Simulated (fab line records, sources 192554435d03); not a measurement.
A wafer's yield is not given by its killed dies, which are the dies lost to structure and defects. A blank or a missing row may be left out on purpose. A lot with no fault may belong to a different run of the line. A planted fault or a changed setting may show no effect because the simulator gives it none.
The tool behind it: which one?    flow n5_finfet    Sampling: 13 lots, 39 wafers, 2 of 1938 route steps

## WHAT THE GAUGES SHOWED, per wafer
N5_PASSIVATION_CD_MEAS_10: the cd target is 3000 nm. Usual: cd_nm reads 3001.0 nm (standard deviation 2.1).
lot   measured      on         cd_nm (nm)            flag
L188  day 11 21:23  cd_sem-03  2999.8 3002.5 3002.7  
L190  day 13 02:32  cd_sem-02  3001.3 3001.3 3005.8  
L191  day 13 05:19  cd_sem-02  3003.6 2999.3 2997.3  
L192  day 13 02:16  cd_sem-03  2999.9 2997.5 3000.5  
L193  day 15 17:11  cd_sem-03  2999.7 3000.8 3001.6  
L195  day 14 11:42  cd_sem-02  3002.8 2998.4 3004.0  
L197  day 15 12:23  cd_sem-02  2999.4 3001.2 3001.5  
L203  day 17 06:44  cd_sem-01  2996.0 3002.3 3003.4  
L204  day 17 07:01  cd_sem-03  3003.2 3000.4 3001.5  
L206  day 18 17:20  cd_sem-02  3001.8 2999.3 2998.5  
L208  day 18 20:23  cd_sem-01  3002.1 3003.6 3000.5  
L209  day 18 20:13  cd_sem-03  2999.4 3000.9 3002.7  
L211  day 18 21:37  cd_sem-01  3004.3 3000.0 3001.9  

## TOOL THAT RAN EACH LOT (tool first, then ch and the chambers of the sampled wafers, then the start)
lot   N5_PMOS_HMC_CHANNEL_EPI_PRECLEAN_18
L188  wet_bench-06 ch 1,5,6, day 1 19:47
L190  wet_bench-02 ch 0,1,7, day 2 05:50
L191  wet_bench-02 ch 2,4,5, day 2 12:11
L192  wet_bench-05 ch 0,6,7, day 2 18:56
L193  wet_bench-02 ch 1,5,6, day 3 00:50
L195  wet_bench-02 ch 1,3,6, day 3 11:46
L197  wet_bench-05 ch 0,2,7, day 4 00:23
L203  wet_bench-06 ch 1,2,3, day 5 13:28
L204  wet_bench-06 ch 0,1,2, day 5 18:47
L206  wet_bench-05 ch 1,2,6, day 6 08:08
L208  wet_bench-05 ch 0,5,6, day 6 17:48
L209  wet_bench-06 ch 2,3,4, day 7 00:32
L211  wet_bench-02 ch 2,3,4, day 7 12:31
- N5_PMOS_HMC_CHANNEL_EPI_PRECLEAN_18: cleans in DHF, time 30 s.

## WHAT THE TOOLS THEMSELVES READ (means of the sampled wafers that have a number; where no wafer has one, the mark that the record gives instead)
The record holds no such reading with a usual standard deviation.

## THE ANSWER, worked out from the rows above alone
Rule: a lot counts as off when the mean over its wafers that have a number is more than 3 standard deviations away from the usual mean. Also off: a lot with no number at a reading for which 4 or more lots have one. Any other lot the step has rows for is counted as sound. The gauges are gone through in route order, then the tools' own readings, and for those a lot's mean is taken as printed above. At the first step where some lot is off, the reading lying furthest off is the one used; lots without a number count as furthest.
Nothing can be told from this: no lot is off at any reading shown.

## WHAT THE SIMULATOR PUT IN
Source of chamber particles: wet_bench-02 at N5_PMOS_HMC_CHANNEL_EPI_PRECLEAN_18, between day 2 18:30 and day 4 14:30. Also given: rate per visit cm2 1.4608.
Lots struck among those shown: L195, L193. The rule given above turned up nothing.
